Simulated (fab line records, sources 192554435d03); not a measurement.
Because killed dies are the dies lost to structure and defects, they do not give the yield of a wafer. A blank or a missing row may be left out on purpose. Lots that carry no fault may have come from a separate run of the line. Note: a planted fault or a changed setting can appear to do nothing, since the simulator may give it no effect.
Which tool did it? || flow n5 finfet || 9 lots, 27 wafers sampled, at 6 steps of a route of 1938

== WHAT THE GAUGES SHOWED, per wafer ==
N5_BEOL_M4_RC_MEAS_101. Usual: DIBL_N 35.9 mV/V, standard deviation 1.8; DIBL_P 36.2 mV/V, standard deviation 2; IOFF_N 0.16 nA/um, standard deviation 0.031; IOFF_P 0.22 nA/um, standard deviation 0.041; ION_N 676 uA/um, standard deviation 11; ION_P 465 uA/um, standard deviation 8.5; SS_N 71.4 mV/dec, standard deviation 0.64; SS_P 73.2 mV/dec, standard deviation 0.7; VT_N 250 mV, standard deviation 3.5; VT_P -250 mV, standard deviation 3.9.
{"lot": "L748", "measured": "day 8 14:21", "on": "prober-02", "DIBL_N (mV/V)": "36.6 33.5 35.1", "DIBL_P (mV/V)": "35.9 32.5 35.4", "IOFF_N (nA/um)": "0.17 0.11 0.15", "IOFF_P (nA/um)": "0.19 0.15 0.18", "ION_N (uA/um)": "673 657 676", "ION_P (uA/um)": "449 450 457", "SS_N (mV/dec)": "71.5 70.8 71.1", "SS_P (mV/dec)": "73.4 71.8 72.0", "VT_N (mV)": "250 252 250", "VT_P (mV)": "-251 -254 -251", "flag": ""}
{"lot": "L749", "measured": "day 8 21:01", "on": "prober-02", "DIBL_N (mV/V)": "32.6 29.3 34.5", "DIBL_P (mV/V)": "34.6 29.7 34.9", "IOFF_N (nA/um)": "0.12 0.08 0.14", "IOFF_P (nA/um)": "0.18 0.12 0.18", "ION_N (uA/um)": "668 652 655", "ION_P (uA/um)": "462 450 451", "SS_N (mV/dec)": "70.5 70.0 71.0", "SS_P (mV/dec)": "72.7 71.0 71.9", "VT_N (mV)": "254 260 252", "VT_P (mV)": "-248 -254 -251", "flag": ""}
{"lot": "L750", "measured": "day 9 03:10", "on": "prober-01", "DIBL_N (mV/V)": "36.8 36.2 34.8", "DIBL_P (mV/V)": "36.1 35.4 34.8", "IOFF_N (nA/um)": "0.18 0.15 0.15", "IOFF_P (nA/um)": "0.25 0.24 0.23", "ION_N (uA/um)": "681 673 678", "ION_P (uA/um)": "471 474 472", "SS_N (mV/dec)": "72.3 71.4 71.2", "SS_P (mV/dec)": "73.8 74.1 73.0", "VT_N (mV)": "249 250 249", "VT_P (mV)": "-244 -245 -247", "flag": ""}
{"lot": "L751", "measured": "day 9 22:53", "on": "prober-02", "DIBL_N (mV/V)": "35.2 36.6 34.1", "DIBL_P (mV/V)": "35.6 37.7 34.7", "IOFF_N (nA/um)": "0.13 0.16 0.12", "IOFF_P (nA/um)": "0.18 0.22 0.16", "ION_N (uA/um)": "658 671 672", "ION_P (uA/um)": "448 462 462", "SS_N (mV/dec)": "72.0 72.2 71.5", "SS_P (mV/dec)": "73.5 73.9 73.3", "VT_N (mV)": "252 248 252", "VT_P (mV)": "-258 -254 -255", "flag": ""}
{"lot": "L761", "measured": "day 11 20:20", "on": "prober-01", "DIBL_N (mV/V)": "35.2 34.8 35.6", "DIBL_P (mV/V)": "35.3 35.6 35.4", "IOFF_N (nA/um)": "0.14 0.13 0.14", "IOFF_P (nA/um)": "0.17 0.16 0.17", "ION_N (uA/um)": "675 676 678", "ION_P (uA/um)": "460 458 455", "SS_N (mV/dec)": "70.3 71.0 71.6", "SS_P (mV/dec)": "72.5 72.3 72.6", "VT_N (mV)": "250 254 252", "VT_P (mV)": "-253 -256 -256", "flag": ""}
{"lot": "L764", "measured": "day 12 20:40", "on": "prober-02", "DIBL_N (mV/V)": "36.1 42.1 37.3", "DIBL_P (mV/V)": "35.7 43.3 37.6", "IOFF_N (nA/um)": "0.13 0.29 0.16", "IOFF_P (nA/um)": "0.20 0.37 0.25", "ION_N (uA/um)": "661 712 677", "ION_P (uA/um)": "461 481 469", "SS_N (mV/dec)": "70.1 71.9 70.5", "SS_P (mV/dec)": "73.6 74.9 74.3", "VT_N (mV)": "252 239 250", "VT_P (mV)": "-250 -239 -246", "flag": ""}
{"lot": "L765", "measured": "day 13 02:40", "on": "prober-01", "DIBL_N (mV/V)": "38.3 38.3 37.5", "DIBL_P (mV/V)": "40.2 39.0 37.9", "IOFF_N (nA/um)": "0.22 0.20 0.18", "IOFF_P (nA/um)": "0.28 0.26 0.24", "ION_N (uA/um)": "679 685 678", "ION_P (uA/um)": "470 476 464", "SS_N (mV/dec)": "72.5 72.2 72.2", "SS_P (mV/dec)": "74.3 73.0 73.7", "VT_N (mV)": "247 246 248", "VT_P (mV)": "-245 -246 -247", "flag": ""}
{"lot": "L766", "measured": "day 13 04:31", "on": "prober-01", "DIBL_N (mV/V)": "36.6 37.2 38.2", "DIBL_P (mV/V)": "37.1 37.5 39.3", "IOFF_N (nA/um)": "0.16 0.16 0.21", "IOFF_P (nA/um)": "0.25 0.26 0.30", "ION_N (uA/um)": "684 673 702", "ION_P (uA/um)": "476 470 484", "SS_N (mV/dec)": "71.8 71.3 71.5", "SS_P (mV/dec)": "72.6 73.7 73.6", "VT_N (mV)": "248 251 244", "VT_P (mV)": "-247 -247 -246", "flag": ""}
{"lot": "L769", "measured": "day 14 09:07", "on": "prober-02", "DIBL_N (mV/V)": "35.7 35.4 35.6", "DIBL_P (mV/V)": "35.5 35.8 36.1", "IOFF_N (nA/um)": "0.13 0.13 0.14", "IOFF_P (nA/um)": "0.15 0.15 0.15", "ION_N (uA/um)": "676 678 675", "ION_P (uA/um)": "456 464 452", "SS_N (mV/dec)": "70.6 70.6 71.2", "SS_P (mV/dec)": "73.4 72.5 73.0", "VT_N (mV)": "250 254 249", "VT_P (mV)": "-258 -259 -256", "flag": ""}

== WHAT TOOL EACH LOT RAN ON (gives the tool, then ch and the chambers of the sampled wafers, and finally the start) ==
{"lot": "L748", "N5_BEOL_M2_PECVD_72": "pecvd-02 ch 0,1, day 7 02:52", "N5_BEOL_M2_SPUTTER_79": "pvd sputter-03, day 7 11:13", "N5_BEOL_M2_ANNEAL_80": "pvd sputter-03, day 7 11:18", "N5_BEOL_M2_ANNEAL_87": "pvd sputter-03, day 7 11:44", "N5_BEOL_M2_CMP_52": "cmp-04 ch 0,2, day 7 13:17"}
{"lot": "L749", "N5_BEOL_M2_PECVD_72": "pecvd-04 ch 0,1,2, day 7 05:32", "N5_BEOL_M2_SPUTTER_79": "pvd sputter-02, day 7 17:45", "N5_BEOL_M2_ANNEAL_80": "pvd sputter-02, day 7 17:50", "N5_BEOL_M2_ANNEAL_87": "pvd sputter-02, day 7 18:16", "N5_BEOL_M2_CMP_52": "cmp-01 ch 0,2,3, day 7 19:52"}
{"lot": "L750", "N5_BEOL_M2_PECVD_72": "pecvd-02 ch 0,1,2, day 7 17:23", "N5_BEOL_M2_SPUTTER_79": "pvd sputter-03, day 7 22:19", "N5_BEOL_M2_ANNEAL_80": "pvd sputter-03, day 7 22:24", "N5_BEOL_M2_ANNEAL_87": "pvd sputter-03, day 7 22:50", "N5_BEOL_M2_CMP_52": "cmp-04 ch 2,3, day 8 00:37"}
{"lot": "L751", "N5_BEOL_M2_PECVD_72": "pecvd-01 ch 1,2, day 7 22:21", "N5_BEOL_M2_SPUTTER_79": "pvd sputter-02, day 8 06:12", "N5_BEOL_M2_ANNEAL_80": "pvd sputter-02, day 8 06:17", "N5_BEOL_M2_ANNEAL_87": "pvd sputter-02, day 8 06:43", "N5_BEOL_M2_CMP_52": "cmp-01 ch 0,1,3, day 8 09:55"}
{"lot": "L761", "N5_BEOL_M2_PECVD_72": "pecvd-01 ch 0,2, day 10 10:14", "N5_BEOL_M2_SPUTTER_79": "pvd sputter-01, day 10 16:42", "N5_BEOL_M2_ANNEAL_80": "pvd sputter-01, day 10 16:47", "N5_BEOL_M2_ANNEAL_87": "pvd sputter-01, day 10 17:13", "N5_BEOL_M2_CMP_52": "cmp-02 ch 0,2,3, day 10 22:28"}
{"lot": "L764", "N5_BEOL_M2_PECVD_72": "pecvd-04 ch 0,2, day 11 07:56", "N5_BEOL_M2_SPUTTER_79": "pvd sputter-02, day 11 20:34", "N5_BEOL_M2_ANNEAL_80": "pvd sputter-02, day 11 20:38", "N5_BEOL_M2_ANNEAL_87": "pvd sputter-02, day 11 21:05", "N5_BEOL_M2_CMP_52": "cmp-01 ch 0,1,3, day 11 23:10"}
{"lot": "L765", "N5_BEOL_M2_PECVD_72": "pecvd-04 ch 0,1,2, day 11 09:03", "N5_BEOL_M2_SPUTTER_79": "pvd sputter-02, day 11 23:32", "N5_BEOL_M2_ANNEAL_80": "pvd sputter-02, day 11 23:37", "N5_BEOL_M2_ANNEAL_87": "pvd sputter-02, day 12 00:04", "N5_BEOL_M2_CMP_52": "cmp-04 ch 0,3, day 12 01:37"}
{"lot": "L766", "N5_BEOL_M2_PECVD_72": "pecvd-04 ch 0,2, day 11 14:19", "N5_BEOL_M2_SPUTTER_79": "pvd sputter-02, day 12 03:40", "N5_BEOL_M2_ANNEAL_80": "pvd sputter-02, day 12 03:44", "N5_BEOL_M2_ANNEAL_87": "pvd sputter-02, day 12 04:11", "N5_BEOL_M2_CMP_52": "cmp-01 ch 1,2,3, day 12 05:46"}
{"lot": "L769", "N5_BEOL_M2_PECVD_72": "pecvd-02 ch 0,1,2, day 12 15:26", "N5_BEOL_M2_SPUTTER_79": "pvd sputter-03, day 13 00:49", "N5_BEOL_M2_ANNEAL_80": "pvd sputter-03, day 13 00:54", "N5_BEOL_M2_ANNEAL_87": "pvd sputter-03, day 13 01:20", "N5_BEOL_M2_CMP_52": "cmp-01 ch 1,2,3, day 13 02:55"}
- N5_BEOL_M2_PECVD_72: deposits SiO2 from TEOS/O2, target thk 16 nm, time 18 s.
- N5_BEOL_M2_SPUTTER_79: material Cu, target thk 4.5 nm, time 8.29 s.
- N5_BEOL_M2_ANNEAL_80: time 240 s.
- N5_BEOL_M2_ANNEAL_87: time 240 s.
- N5_BEOL_M2_CMP_52: polishes, stops on SiOC, t overpolish 6.8 s, target thk 40 nm.

== WHAT THE TOOLS THEMSELVES READ (means of the sampled wafers that have a number; where no wafer has one, the mark that the record gives instead) ==
N5_BEOL_M2_PECVD_72. Usual: heater power w 698 W, standard deviation 74; showerhead plenum p Torr 8.76 Torr, standard deviation 0.059; throttle valve pct 21.8 %, standard deviation 1.1.
{"lot": "L748", "tool": "pecvd-02", "heater power w (W)": 642, "showerhead plenum p Torr (Torr)": 8.82, "throttle valve pct (%)": 22.9, "flag": ""}
{"lot": "L749", "tool": "pecvd-04", "heater power w (W)": 674, "showerhead plenum p Torr (Torr)": 8.79, "throttle valve pct (%)": 21.9, "flag": ""}
{"lot": "L750", "tool": "pecvd-02", "heater power w (W)": 662, "showerhead plenum p Torr (Torr)": 8.74, "throttle valve pct (%)": 22.7, "flag": ""}
{"lot": "L751", "tool": "pecvd-01", "heater power w (W)": 743, "showerhead plenum p Torr (Torr)": 8.71, "throttle valve pct (%)": 21.2, "flag": ""}
{"lot": "L761", "tool": "pecvd-01", "heater power w (W)": 786, "showerhead plenum p Torr (Torr)": 8.70, "throttle valve pct (%)": 20.6, "flag": ""}
{"lot": "L764", "tool": "pecvd-04", "heater power w (W)": 683, "showerhead plenum p Torr (Torr)": 8.78, "throttle valve pct (%)": 20.7, "flag": ""}
{"lot": "L765", "tool": "pecvd-04", "heater power w (W)": 651, "showerhead plenum p Torr (Torr)": 8.80, "throttle valve pct (%)": 21.5, "flag": ""}
{"lot": "L766", "tool": "pecvd-04", "heater power w (W)": 639, "showerhead plenum p Torr (Torr)": 8.78, "throttle valve pct (%)": 20.9, "flag": ""}
{"lot": "L769", "tool": "pecvd-02", "heater power w (W)": 644, "showerhead plenum p Torr (Torr)": 8.76, "throttle valve pct (%)": 22.8, "flag": ""}

N5_BEOL_M2_SPUTTER_79. Usual: throttle valve pct 29.9 %, standard deviation 1.1.
{"lot": "L748", "tool": "pvd sputter-03", "throttle valve pct (%)": 30.0, "flag": ""}
{"lot": "L749", "tool": "pvd sputter-02", "throttle valve pct (%)": 29.8, "flag": ""}
{"lot": "L750", "tool": "pvd sputter-03", "throttle valve pct (%)": 29.1, "flag": ""}
{"lot": "L751", "tool": "pvd sputter-02", "throttle valve pct (%)": 29.8, "flag": ""}
{"lot": "L761", "tool": "pvd sputter-01", "throttle valve pct (%)": 31.1, "flag": ""}
{"lot": "L764", "tool": "pvd sputter-02", "throttle valve pct (%)": 30.3, "flag": ""}
{"lot": "L765", "tool": "pvd sputter-02", "throttle valve pct (%)": 30.6, "flag": ""}
{"lot": "L766", "tool": "pvd sputter-02", "throttle valve pct (%)": 28.8, "flag": ""}
{"lot": "L769", "tool": "pvd sputter-03", "throttle valve pct (%)": 30.0, "flag": ""}

N5_BEOL_M2_ANNEAL_80. Usual: heater power w 835 W, standard deviation 96; susceptor_temp_C_max 401.0, standard deviation 0.36.
{"lot": "L748", "tool": "pvd sputter-03", "heater power w (W)": 872, "susceptor_temp_C_max": 401.2, "flag": ""}
{"lot": "L749", "tool": "pvd sputter-02", "heater power w (W)": 770, "susceptor_temp_C_max": 401.1, "flag": ""}
{"lot": "L750", "tool": "pvd sputter-03", "heater power w (W)": 843, "susceptor_temp_C_max": 400.8, "flag": ""}
{"lot": "L751", "tool": "pvd sputter-02", "heater power w (W)": 769, "susceptor_temp_C_max": 400.8, "flag": ""}
{"lot": "L761", "tool": "pvd sputter-01", "heater power w (W)": 873, "susceptor_temp_C_max": 401.4, "flag": ""}
{"lot": "L764", "tool": "pvd sputter-02", "heater power w (W)": 792, "susceptor_temp_C_max": 401.0, "flag": ""}
{"lot": "L765", "tool": "pvd sputter-02", "heater power w (W)": 820, "susceptor_temp_C_max": 401.2, "flag": ""}
{"lot": "L766", "tool": "pvd sputter-02", "heater power w (W)": 688, "susceptor_temp_C_max": 401.1, "flag": ""}
{"lot": "L769", "tool": "pvd sputter-03", "heater power w (W)": 867, "susceptor_temp_C_max": 400.8, "flag": ""}

N5_BEOL_M2_ANNEAL_87. Usual: heater power w 836 W, standard deviation 97; susceptor_temp_C_max 401.0, standard deviation 0.42.
{"lot": "L748", "tool": "pvd sputter-03", "heater power w (W)": 862, "susceptor_temp_C_max": 400.8, "flag": ""}
{"lot": "L749", "tool": "pvd sputter-02", "heater power w (W)": 773, "susceptor_temp_C_max": 400.9, "flag": ""}
{"lot": "L750", "tool": "pvd sputter-03", "heater power w (W)": 849, "susceptor_temp_C_max": 400.5, "flag": ""}
{"lot": "L751", "tool": "pvd sputter-02", "heater power w (W)": 773, "susceptor_temp_C_max": 400.7, "flag": ""}
{"lot": "L761", "tool": "pvd sputter-01", "heater power w (W)": 885, "susceptor_temp_C_max": 401.6, "flag": ""}
{"lot": "L764", "tool": "pvd sputter-02", "heater power w (W)": 787, "susceptor_temp_C_max": 400.5, "flag": ""}
{"lot": "L765", "tool": "pvd sputter-02", "heater power w (W)": 827, "susceptor_temp_C_max": 401.0, "flag": ""}
{"lot": "L766", "tool": "pvd sputter-02", "heater power w (W)": 697, "susceptor_temp_C_max": 400.9, "flag": ""}
{"lot": "L769", "tool": "pvd sputter-03", "heater power w (W)": 857, "susceptor_temp_C_max": 401.2, "flag": ""}

N5_BEOL_M2_CMP_52. Usual: barrier field endpoint s 24.7 s, standard deviation 0.67; motor current A 6.1 A, standard deviation 0.52; platen rpm 50.00 rpm, standard deviation 0.033; retaining ring pressure frac 1.000, standard deviation 0.0054.
{"lot": "L748", "tool": "cmp-04", "barrier field endpoint s (s)": 25.6, "motor current A (A)": 6.8, "platen rpm (rpm)": 50.00, "retaining ring pressure frac": 0.999, "flag": ""}
{"lot": "L749", "tool": "cmp-01", "barrier field endpoint s (s)": 24.7, "motor current A (A)": 6.1, "platen rpm (rpm)": 50.00, "retaining ring pressure frac": 1.002, "flag": ""}
{"lot": "L750", "tool": "cmp-04", "barrier field endpoint s (s)": 25.4, "motor current A (A)": 6.3, "platen rpm (rpm)": 49.94, "retaining ring pressure frac": 0.998, "flag": ""}
{"lot": "L751", "tool": "cmp-01", "barrier field endpoint s (s)": 25.1, "motor current A (A)": 5.6, "platen rpm (rpm)": 50.01, "retaining ring pressure frac": 1.004, "flag": ""}
{"lot": "L761", "tool": "cmp-02", "barrier field endpoint s (s)": 23.7, "motor current A (A)": 5.9, "platen rpm (rpm)": 49.96, "retaining ring pressure frac": 1.001, "flag": ""}
{"lot": "L764", "tool": "cmp-01", "barrier field endpoint s (s)": 23.7, "motor current A (A)": 5.6, "platen rpm (rpm)": 50.00, "retaining ring pressure frac": 0.997, "flag": ""}
{"lot": "L765", "tool": "cmp-04", "barrier field endpoint s (s)": 24.4, "motor current A (A)": 6.2, "platen rpm (rpm)": 49.98, "retaining ring pressure frac": 1.000, "flag": ""}
{"lot": "L766", "tool": "cmp-01", "barrier field endpoint s (s)": 24.6, "motor current A (A)": 6.0, "platen rpm (rpm)": 49.99, "retaining ring pressure frac": 0.997, "flag": ""}
{"lot": "L769", "tool": "cmp-01", "barrier field endpoint s (s)": 25.2, "motor current A (A)": 5.8, "platen rpm (rpm)": 50.01, "retaining ring pressure frac": 1.002, "flag": ""}

== THE ANSWER, worked out from the rows above alone ==
Rule: a lot is off if the mean of its wafers that have a number lies more than 3 standard deviations from the usual mean. A lot without any number at a reading at which 4 lots or more have one is off too. The other lots that the step has rows for count as sound. The gauges are gone through in route order, then the tools' own readings, and for those a lot's mean is taken as printed above. At the first step where some lot is off, the reading lying furthest off is the one used; lots without a number count as furthest.
Across all readings shown, no lot is off: no conclusion can be drawn from this.

== WHAT THE SIMULATOR HAD INSERTED ==
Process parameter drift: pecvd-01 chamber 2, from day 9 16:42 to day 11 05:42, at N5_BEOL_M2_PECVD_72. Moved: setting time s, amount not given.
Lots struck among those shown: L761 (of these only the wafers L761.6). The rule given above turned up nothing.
